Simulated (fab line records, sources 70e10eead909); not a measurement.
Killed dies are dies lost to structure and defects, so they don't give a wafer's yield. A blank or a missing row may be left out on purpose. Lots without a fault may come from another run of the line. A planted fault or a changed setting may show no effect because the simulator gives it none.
Problem report in the 8D (eight disciplines) form, filled by code | flow nand_harc | the parts of the form that need people (team, actions taken, sign-off) are left out

1. THE PROBLEM
thk_nm at NHARC_A_ONON_D1_THK_MEAS_11 reads a mean of 1616 nm on 2 wafers of 2 lots; wafers without a fault read 1000 nm with a standard deviation of 9.1. That is +68 standard deviations from the usual mean.
The step: measures by ellipsometry.
First seen on wafer L588.2, day 9 06:14, on film_metro-02. The record holds 42 wafers of 14 lots with a number at this step. Rule for "out", or "out of limits": more than 4 standard deviations from the usual mean. The other wafers with a number count as sound.

2. WHAT IT IS AND WHAT IT IS NOT
question                    | is               | is not
which readings at this step | thk_nm           | -
which lots                  | L588, L591       | L583, L587, L592, L596, L597, L598, L600, L601, L602, L603, L604, L605
which wafers of those lots  | L588.2, L591.6   | L588.1, L588.4, L591.1, L591.4
read on which gauges        | film_metro-02    | film_metro-01
when                        | from day 9 06:14 | up to then (8 sound wafers); but 32 sound wafers of L591, L592, L596, L597, L598, L600, L601, L602, L603, L604, L605 came after

3. SUSPECTS, AND WHAT RULES EACH OUT
Counting: a tool at a process step up to the reading stays a suspect if it ran every lot that is out. Sound lots after the first of them don't rule it out here, since some wafers of a struck lot are sound.
- the gauge at NHARC_A_ONON_D1_THK_MEAS_11: ruled out. All the wafers that are out were read on film_metro-02, but those of them that NHARC_END_SORT_01 has rows for are out there too, on other tools.
- pecvd_onon-04 at NHARC_A_ONON_D1_DEP_09 (target thk 1000 nm): kept. It ran every lot that is out, first L588 (day 9 05:44); its last sound lot up to then is L583 (day 7 09:20).
Left after counting: pecvd_onon-04 at NHARC_A_ONON_D1_DEP_09.

4. THE CAUSE (what the simulator had put in)
Process parameter drift: pecvd_onon-04, from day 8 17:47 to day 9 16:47, at NHARC_A_ONON_D1_DEP_09. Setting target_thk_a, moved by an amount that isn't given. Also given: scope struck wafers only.
Counting left only this tool.

5. THE CHAIN OF EFFECTS, in route order
Each row: a reading whose mean over the struck wafers that have a number lies more than 3 standard deviations from the usual. Only readings for which the record gives a usual standard deviation are gone through. hours: the time from each lot's start at the first step in this table that gives one to its start at this step, as a median over the lots. sigmas: the change in usual standard deviations.
hours | step                        | reading         | usual   | on struck wafers | change | sigmas
0     | NHARC_A_ONON_D1_THK_MEAS_11 | thk_nm          | 1000 nm | 1616             | +616   | +68
293   | NHARC_END_SORT_01           | killed_at_array | 27      | 674              | +646   | +81
293   | NHARC_END_SORT_01           | killed_dies     | 31      | 677              | +646   | +73

6. WHAT WOULD HAVE CAUGHT IT SOONER
In this record the first reading out of limits at a measuring or inspecting step was taken at day 9 06:14, 12 hours after the fault began at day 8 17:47.
Of the tool readings at NHARC_A_ONON_D1_DEP_09 for which the record gives a usual standard deviation, none was out on any struck wafer, so an alarm limit of 4 standard deviations on them would not have fired.
Of the lots that are out (2), L591 began NHARC_A_ONON_D1_DEP_09 on pecvd_onon-04 after day 9 06:14. A hold on the tool at that time would have spared it.
